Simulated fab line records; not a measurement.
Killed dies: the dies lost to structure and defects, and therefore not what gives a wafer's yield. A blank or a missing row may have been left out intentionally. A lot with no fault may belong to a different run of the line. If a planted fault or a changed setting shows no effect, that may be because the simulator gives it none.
Matching of chambers / flow n5 finfet / N5_BEOL_M5_ALD_86 on ald metal-01: 4 sister chambers
The step deposits TaN, pulse time 2 s, purge time 3 s, co reactant purge time 2 s. 22 wafers are shown with their chamber, then 11 later ones without.

== WAFERS, EACH WITH ITS CHAMBER ==
wafer=L075.2; chamber=1; heater power w (W)=360; susceptor temp C (C)=275.10
wafer=L075.4; chamber=2; heater power w (W)=436; susceptor temp C (C)=275.21
wafer=L075.5; chamber=1; heater power w (W)=360; susceptor temp C (C)=274.89
wafer=L077.1; chamber=2; heater power w (W)=434; susceptor temp C (C)=275.10
wafer=L077.5; chamber=0; heater power w (W)=357; susceptor temp C (C)=275.17
wafer=L077.6; chamber=3; heater power w (W)=431; susceptor temp C (C)=274.99
wafer=L081.2; chamber=0; heater power w (W)=360; susceptor temp C (C)=275.08
wafer=L081.3; chamber=3; heater power w (W)=430; susceptor temp C (C)=275.33
wafer=L081.4; chamber=2; heater power w (W)=435; susceptor temp C (C)=275.31
wafer=L082.3; chamber=3; heater power w (W)=422; susceptor temp C (C)=274.77
wafer=L082.5; chamber=0; heater power w (W)=355; susceptor temp C (C)=274.93
wafer=L082.6; chamber=3; heater power w (W)=426; susceptor temp C (C)=274.87
wafer=L083.1; chamber=1; heater power w (W)=359; susceptor temp C (C)=275.33
wafer=L083.3; chamber=3; heater power w (W)=427; susceptor temp C (C)=274.83
wafer=L083.5; chamber=1; heater power w (W)=352; susceptor temp C (C)=274.92
wafer=L085.3; chamber=1; heater power w (W)=365; susceptor temp C (C)=274.97
wafer=L085.4; chamber=3; heater power w (W)=434; susceptor temp C (C)=275.00
wafer=L085.6; chamber=2; heater power w (W)=440; susceptor temp C (C)=275.05
wafer=L086.2; chamber=0; heater power w (W)=362; susceptor temp C (C)=274.88
wafer=L086.3; chamber=3; heater power w (W)=435; susceptor temp C (C)=274.83
wafer=L086.5; chamber=0; heater power w (W)=354; susceptor temp C (C)=274.71
wafer=L090.4; chamber=3; heater power w (W)=436; susceptor temp C (C)=274.88

SIGNATURES, as means of the wafers listed above
reading=heater power w; chamber 0=357.60; chamber 1=359.20; chamber 2=436.25; chamber 3=430.12; scatter within a chamber=4.21
reading=susceptor temp C; chamber 0=274.9540; chamber 1=275.0420; chamber 2=275.1675; chamber 3=274.9375; scatter within a chamber=0.17
Rule: a wafer's distance from a chamber is the root of the sum, over the readings, of the square of ((its reading less the chamber's mean) divided by the reading's scatter). If the next closest chamber is less than 2 further off than the closest, the wafer can't be placed; otherwise it belongs to the closest. The scatter: take each reading less its chamber's mean, square it, sum over the shown wafers, divide by the number of wafers less the number of chambers, and take the root.

== WAFERS WHOSE CHAMBER IS MISSING ==
wafer=L090.5; heater power w (W)=365; susceptor temp C (C)=275.09
wafer=L090.6; heater power w (W)=349; susceptor temp C (C)=275.22
wafer=L091.2; heater power w (W)=363; susceptor temp C (C)=275.09
wafer=L091.4; heater power w (W)=434; susceptor temp C (C)=274.90
wafer=L091.6; heater power w (W)=444; susceptor temp C (C)=274.90
wafer=L093.1; heater power w (W)=416; susceptor temp C (C)=275.21
wafer=L093.2; heater power w (W)=360; susceptor temp C (C)=275.04
wafer=L093.6; heater power w (W)=438; susceptor temp C (C)=275.06
wafer=L096.1; heater power w (W)=358; susceptor temp C (C)=274.99
wafer=L096.2; heater power w (W)=354; susceptor temp C (C)=274.98
wafer=L096.4; heater power w (W)=423; susceptor temp C (C)=274.82

== EACH ONE'S CHAMBER ==
wafer=L090.5; from the rows above=can't be placed: 1 or 0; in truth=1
wafer=L090.6; from the rows above=can't be placed: 0 or 1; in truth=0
wafer=L091.2; from the rows above=can't be placed: 1 or 0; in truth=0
wafer=L091.4; from the rows above=can't be placed: 3 or 2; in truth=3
wafer=L091.6; from the rows above=can't be placed: 2 or 3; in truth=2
wafer=L093.1; from the rows above=can't be placed: 3 or 2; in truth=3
wafer=L093.2; from the rows above=can't be placed: 1 or 0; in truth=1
wafer=L093.6; from the rows above=can't be placed: 2 or 3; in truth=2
wafer=L096.1; from the rows above=can't be placed: 0 or 1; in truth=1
wafer=L096.2; from the rows above=can't be placed: 0 or 1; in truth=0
wafer=L096.4; from the rows above=can't be placed: 3 or 2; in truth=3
0 of 11 placed correctly. Can't be placed from these rows: 11 (the true chamber is among the candidates in 11). Placed wrongly: 0.
